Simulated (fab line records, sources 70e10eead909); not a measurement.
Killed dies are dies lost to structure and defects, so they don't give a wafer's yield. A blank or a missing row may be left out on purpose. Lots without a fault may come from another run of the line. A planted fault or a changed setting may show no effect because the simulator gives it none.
Which tool did it? | flow nand_harc | 11 lots, 33 wafers sampled, at 5 steps of a route of 1302

WHAT THE GAUGES READ, wafer by wafer
NHARC_END_SORT_01. Usual: killed_at_array 56, standard deviation 19; killed_at_other 1.0, standard deviation 1.3; killed_at_periphery 3.8, standard deviation 2.2; killed_dies 61, standard deviation 19; killed_open 3.1, standard deviation 1.9; killed_short 2.3, standard deviation 1.5.
lot  | measured     | on        | killed_at_array | killed_at_other | killed_at_periphery | killed_dies | killed_open | killed_short | flag
L634 | day 30 05:26 | prober-02 | 79 75 67        | 6 0 4           | 5 5 1               | 90 80 72    | 1 2 6       | 5 5 2        |

WHICH TOOL RAN EACH LOT (tool, then ch and the chambers of the sampled wafers, then the start)
lot  | NHARC_A_STAIRCASE_TRIM_231                    | NHARC_A_STAIRCASE_DESCUM_252       | NHARC_A_STAIRCASE_EXPOSE_265      | NHARC_A_STAIRCASE_ETCH_273
L622 | rie_diel-04 ch 0,1,3, day 16 10:58 or earlier | rie_diel-12 ch 0,1,3, day 16 10:58 | krf_scanner-04 ch 0, day 16 14:29 | rie_diel-12 ch 0,1,3, no start
L621 | rie_diel-12 ch 2,3, day 16 11:19 or earlier   | rie_diel-12 ch 1,2, day 16 11:19   | krf_scanner-01 ch 0, day 16 16:28 | rie_diel-04 ch 0,2,3, no start
L623 | rie_diel-12 ch 0,1, day 17 06:31 or earlier   | rie_diel-04 ch 0,1,3, day 17 06:31 | krf_scanner-04 ch 0, day 17 12:50 | rie_diel-12 ch 1,2, day 17 13:52
L629 | rie_diel-04 ch 1,2, day 19 12:37 or earlier   | rie_diel-12 ch 0,1,2, day 19 12:37 | krf_scanner-01 ch 0, day 19 18:18 | rie_diel-04 ch 0,1,2, no start
L632 | rie_diel-12 ch 0,1,2, day 21 02:44 or earlier | rie_diel-04 ch 1,2, day 21 02:44   | krf_scanner-04 ch 0, day 21 06:11 | rie_diel-04 ch 2,3, no start
L634 | rie_diel-04 ch 1,3, day 21 16:02 or earlier   | rie_diel-04 ch 0,2,3, day 21 16:02 | krf_scanner-01 ch 0, day 21 22:37 | rie_diel-04 ch 0,1,3, day 30 05:26 or earlier
L638 | rie_diel-12 ch 1,3, day 22 21:45 or earlier   | rie_diel-02 ch 0,1, day 22 21:45   | krf_scanner-03 ch 0, day 23 04:13 | rie_diel-12 ch 0,1, no start
L639 | rie_diel-02 ch 0,2,3, day 23 08:34            | rie_diel-02 ch 0,3, day 23 11:09   | krf_scanner-03 ch 0, day 23 15:21 | rie_diel-12 ch 1,2,3, no start
L640 | rie_diel-12 ch 1,2,3, day 23 14:51 or earlier | rie_diel-02 ch 0,1,2, day 23 14:51 | krf_scanner-04 ch 0, day 23 18:25 | rie_diel-12 ch 0,2,3, no start
L642 | rie_diel-12 ch 1,2, day 25 06:04 or earlier   | rie_diel-04 ch 0,1, day 25 06:04   | krf_scanner-04 ch 0, day 25 10:38 | rie_diel-12 ch 0,1,3, no start
L644 | rie_diel-04 ch 0,3, day 26 04:37 or earlier   | rie_diel-02 ch 0,1,3, day 26 04:37 | krf_scanner-04 ch 0, day 26 08:01 | rie_diel-12 ch 0,1,2, no start
- NHARC_A_STAIRCASE_TRIM_231: chemistry O2, time 211.2 s.
- NHARC_A_STAIRCASE_DESCUM_252: chemistry O2, time 3 s.
- NHARC_A_STAIRCASE_EXPOSE_265: exposes mask CHOP 200.
- NHARC_A_STAIRCASE_ETCH_273: etches the open film in C4F8/O2/Ar, target depth 10200 nm, time 2468.6 s.

WHAT THE TOOLS THEMSELVES READ (means of the sampled wafers that have a number; where no wafer has one, the mark that the record gives instead)
NHARC_A_STAIRCASE_TRIM_231. Usual: drypump_motor_current_A 5.9 A, standard deviation 0.53; oes_product_au 1.003 a.u., standard deviation 0.01; rf_vpp_V 57.9 V, standard deviation 0.89; showerhead_plenum_p_Torr 3.60 Torr, standard deviation 0.15; throttle_valve_pct 17.037 %, standard deviation 0.0094.
lot  | tool        | drypump_motor_current_A (A) | oes_product_au (a.u.) | rf_vpp_V (V) | showerhead_plenum_p_Torr (Torr) | throttle_valve_pct (%) | flag
L622 | rie_diel-04 | 5.8                         | 1.000                 | 57.6         | 3.67                            | 17.040                 |
L621 | rie_diel-12 | 5.7                         | 1.007                 | 58.4         | 3.58                            | 17.032                 |
L623 | rie_diel-12 | 6.2                         | 0.997                 | 57.1         | 3.41                            | 17.041                 |
L629 | rie_diel-04 | 6.1                         | 0.992                 | 58.4         | 3.79                            | 17.038                 |
L632 | rie_diel-12 | 5.9                         | 1.002                 | 57.9         | 3.60                            | 17.042                 |
L634 | rie_diel-04 | 6.1                         | 0.995                 | 57.1         | 3.76                            | 17.042                 |
L638 | rie_diel-12 | 6.2                         | 1.005                 | 58.9         | 3.64                            | 17.036                 |
L639 | rie_diel-02 | 5.9                         | 1.000                 | 57.4         | 3.58                            | 17.039                 |
L640 | rie_diel-12 | 6.0                         | 1.001                 | 58.2         | 3.54                            | 17.029                 |
L642 | rie_diel-12 | 6.2                         | 1.005                 | 57.7         | 3.52                            | 17.041                 |
L644 | rie_diel-04 | 5.8                         | 0.999                 | 58.3         | 3.60                            | 17.033                 |

NHARC_A_STAIRCASE_DESCUM_252. Usual: drypump_motor_current_A 5.9 A, standard deviation 0.5; oes_product_au 1.001 a.u., standard deviation 0.011; rf_vpp_V 58.0 V, standard deviation 0.87; showerhead_plenum_p_Torr 1.95 Torr, standard deviation 0.088; throttle_valve_pct 11.312 %, standard deviation 0.0088.
lot  | tool        | drypump_motor_current_A (A) | oes_product_au (a.u.) | rf_vpp_V (V) | showerhead_plenum_p_Torr (Torr) | throttle_valve_pct (%) | flag
L622 | rie_diel-12 | 6.1                         | 0.990                 | 57.2         | 1.92                            | 11.312                 |
L621 | rie_diel-12 | 5.8                         | 1.004                 | 57.9         | 1.88                            | 11.321                 |
L623 | rie_diel-04 | 5.8                         | 1.014                 | 58.7         | 1.99                            | 11.310                 |
L629 | rie_diel-12 | 5.9                         | 0.994                 | 57.7         | 1.85                            | 11.311                 |
L632 | rie_diel-04 | 6.1                         | 0.991                 | 58.9         | 2.06                            | 11.307                 |
L634 | rie_diel-04 | 5.9                         | 1.003                 | 57.9         | 1.98                            | 11.321                 |
L638 | rie_diel-02 | 5.6                         | 0.989                 | 58.4         | 1.92                            | 11.312                 |
L639 | rie_diel-02 | 6.3                         | 0.996                 | 57.5         | 1.96                            | 11.310                 |
L640 | rie_diel-02 | 5.7                         | 0.995                 | 58.0         | 1.92                            | 11.316                 |
L642 | rie_diel-04 | 5.8                         | 1.003                 | 57.8         | 1.99                            | 11.310                 |
L644 | rie_diel-02 | 5.7                         | 0.998                 | 57.5         | 1.93                            | 11.311                 |

NHARC_A_STAIRCASE_EXPOSE_265. Usual: exposure_dose_mJ_cm2 25.014, standard deviation 0.024.
lot  | tool           | exposure_dose_mJ_cm2 | flag
L622 | krf_scanner-04 | 25.048               |
L621 | krf_scanner-01 | 25.030               |
L623 | krf_scanner-04 | 25.001               |
L629 | krf_scanner-01 | 25.559               | OFF
L632 | krf_scanner-04 | 24.998               |
L634 | krf_scanner-01 | 25.585               | OFF
L638 | krf_scanner-03 | 25.005               |
L639 | krf_scanner-03 | 25.012               |
L640 | krf_scanner-04 | 25.020               |
L642 | krf_scanner-04 | 24.991               |
L644 | krf_scanner-04 | 25.017               |

NHARC_A_STAIRCASE_ETCH_273. Usual: oes_product_au 0.937 a.u., standard deviation 0.013; rf_vpp_V 1833 V, standard deviation 11.
lot  | tool        | oes_product_au (a.u.) | rf_vpp_V (V) | flag
L622 | rie_diel-12 | 0.937                 | 1827         |
L621 | rie_diel-04 | 0.932                 | 1837         |
L623 | rie_diel-12 | 0.931                 | 1822         |
L629 | rie_diel-04 | 0.938                 | 1837         |
L632 | rie_diel-04 | 0.948                 | 1842         |
L634 | rie_diel-04 | 0.933                 | 1835         |
L638 | rie_diel-12 | 0.937                 | 1837         |
L639 | rie_diel-12 | 0.949                 | 1827         |
L640 | rie_diel-12 | 0.954                 | 1832         |
L642 | rie_diel-12 | 0.953                 | 1838         |
L644 | rie_diel-12 | 0.938                 | 1829         |

THE ANSWER, worked out from the rows above alone
Rule: a lot is off if the mean of its wafers that have a number lies more than 3 standard deviations from the usual mean. A lot without any number at a reading at which 4 lots or more have one is off too. The other lots that the step has rows for count as sound. The gauges are gone through in route order, then the tools' own readings, and for those a lot's mean is taken as printed above. The first step at which some lot is off is used, and at that step the reading that is off furthest; a lot without a number counts as furthest.
Off: L629, L634, at NHARC_A_STAIRCASE_EXPOSE_265 (exposure_dose_mJ_cm2).
A tool fits if, at that step or a process step before it, it ran every lot that is off, and no sound lot after the first of them. NHARC_A_STAIRCASE_TRIM_231 gives no start for some lots, so the hours and the order of its lots are those of NHARC_A_STAIRCASE_DESCUM_252. One fits: krf_scanner-01 at NHARC_A_STAIRCASE_EXPOSE_265. Its last sound lot is L621 (day 16 16:28), its first lot that is off L629 (day 19 18:18): a fault that began between those two fits.
The tool's own readings at NHARC_A_STAIRCASE_EXPOSE_265 bear it out: on the lots that are off they differ by more than 5 times the standard deviation of the sound lots' means. exposure_dose_mJ_cm2 reads 25.572 there against 25.014 on the sound lots.

WHAT THE SIMULATOR HAD PUT IN
Process parameter drift: krf_scanner-01, from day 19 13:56 on, at NHARC_A_STAIRCASE_EXPOSE_265. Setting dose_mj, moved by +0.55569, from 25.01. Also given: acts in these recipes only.
Lots struck among those shown: L634, L629. The rule above found the same.
